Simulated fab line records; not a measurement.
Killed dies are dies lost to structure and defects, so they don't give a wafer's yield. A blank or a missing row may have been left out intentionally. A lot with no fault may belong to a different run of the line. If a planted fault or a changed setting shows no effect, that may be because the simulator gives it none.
Split-lot study	flow n5-finfet	21 wafers read across 7 lots, on a route 1938 steps long

== THE SPLIT ITSELF ==
At N5_SD_EPI_P_EPI_21 (deposits SiGe:B, time 355 s), the setting epi-growth-time-s was moved away from the recipe's 355 s on 6 of the 21 wafers read, by -4.1% to +10.4%. This setting was run at the recipe's value on the other wafers.

== FROM THE SPLIT TO THE READING: what the file shows between them, 5 steps ==
- N5_SD_EPI_P_HM_STRIP_48: strips SiNx in H3PO4, material SiNx, target depth 3 nm
- N5_SD_EPI_P_SRD_49: time 30 s
- N5_SD_EPI_P_PRECLEAN_24: cleans in O3/DIW, time 45 s
- N5_SD_ACTIVATION_RTA_00: time 0 s
- N5_SD_ACTIVATION_LSA_01: time 0.0008 s

== THE READING ==
At N5_SD_ACTIVATION_RS_MEAS_03, a four-point-probe measurement gives RS_SD_P in ohm/sq. On this fab line, fault-free wafers typically give 56.2 ohm/sq with a standard deviation of 0.97 ohm/sq.

wafer	tool, chamber at the split	epi-growth-time-s as run, s	against the recipe	RS_SD_P, ohm/sq	against lot-mates on the recipe
L080.1	epi-rpcvd-03, 0	355	recipe	55.1	-
L080.2	epi-rpcvd-03, 0	340.5	-4.1%	56.0	+0.9
L080.6	epi-rpcvd-03, 0	355	recipe	55.1	-
L081.2	epi-rpcvd-04, 0	355	recipe	54.7	-
L081.5	epi-rpcvd-04, 0	355	recipe	55.2	-
L081.6	epi-rpcvd-04, 0	355	recipe	54.4	-
L083.1	epi-rpcvd-03, 0	355	recipe	53.8	-
L083.2	epi-rpcvd-03, 0	383.2	+7.9%	52.2	-1.6
L083.6	epi-rpcvd-03, 0	383.2	+7.9%	52.4	-1.4
L087.2	epi-rpcvd-01, 0	355	recipe	56.8	-
L087.5	epi-rpcvd-01, 0	355	recipe	56.7	-
L087.6	epi-rpcvd-01, 0	355	recipe	56.7	-
L089.1	epi-rpcvd-01, 0	355	recipe	56.0	-
L089.3	epi-rpcvd-01, 0	355	recipe	56.5	-
L089.4	epi-rpcvd-01, 0	365.7	+3.0%	56.0	-0.2
L092.1	epi-rpcvd-03, 0	355	recipe	56.8	-
L092.3	epi-rpcvd-03, 0	391.8	+10.4%	52.4	-4.4
L092.5	epi-rpcvd-03, 0	391.8	+10.4%	52.3	-4.5
L096.1	epi-rpcvd-03, 0	355	recipe	55.3	-
L096.3	epi-rpcvd-03, 0	355	recipe	55.7	-
L096.6	epi-rpcvd-03, 0	355	recipe	56.0	-

THE FIT
A straight line over all 21 wafers: RS_SD_P changes by -0.329 ohm/sq for each +1% of epi-growth-time-s; r = -0.82; the points scatter about the line by 0.93 ohm/sq.
The same after taking each lot's own level away (the mean of its wafers on the recipe; 21 wafers): -0.331 ohm/sq for each +1%; r = -0.92; scatter 0.57 ohm/sq.
According to that fit, moving epi-growth-time-s by its largest amount changes the reading by 3.4 ohm/sq.
The lots' own levels span 53.80 to 56.80 ohm/sq, that is 3.1 times the standard deviation above.
Hence the lot-to-lot level has little effect on the slope; both slopes agree.
Check: with one of the wafers moved furthest among these (+10.4%) left out of the fit, the line predicts -2.99 ohm/sq for it against its lot-mates. Against them it came out at -4.4 ohm/sq.

== FURTHER SPLITS ON THESE WAFERS ==
Before the reading, these wafers also passed through other splits. Each is held against what the fit with the lots' levels taken away leaves over:
other split on the same wafers	wafers away from the commonest value	r with RS_SD_P (lot level and that fit taken away)
N5_WELL_APT_COAT_02 spin-rpm	9	-0.08
N5_FIN_SAQP_PECVD_06 time-s	6	+0.36
N5_FIN_SAQP_DEVELOP_15 develop-time-s	4	-0.15
N5_SD_EPI_N_COAT_33 spin-rpm	10	+0.17
N5_SD_EPI_N_EXPOSE_06 dose-mj	6	+0.16
N5_SD_EPI_P_ETCH_16 target-depth-a	10	+0.46

== THE WHOLE CHAIN: every reading that the file lists as answering this split, in the file's order ==
step	what it does	reading	change (the file's fit)	r (the file's)
N5_SD_EPI_P_EPI_21	deposits SiGe:B, time 355 s	SiGe-B_of_SD_EPI_P_EPI_21.thk-nm (the simulator's own value, which no gauge read)	+0.335 nm for each +1% of the setting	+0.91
N5_SD_EPI_P_HM_STRIP_48	strips SiNx in H3PO4, material SiNx, target depth 3 nm	SiGe-B_of_SD_EPI_P_EPI_21.thk-nm (the simulator's own value, which no gauge read)	+0.347 nm for each +1% of the setting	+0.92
N5_SD_ACTIVATION_RS_MEAS_03	measures by four-point-probe	RS_SD_P	-0.32 for each +1% of the setting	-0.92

== FILE'S OWN FIT ==
RS_SD_P changes by -0.32 ohm/sq for each +1% of epi-growth-time-s, r = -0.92.
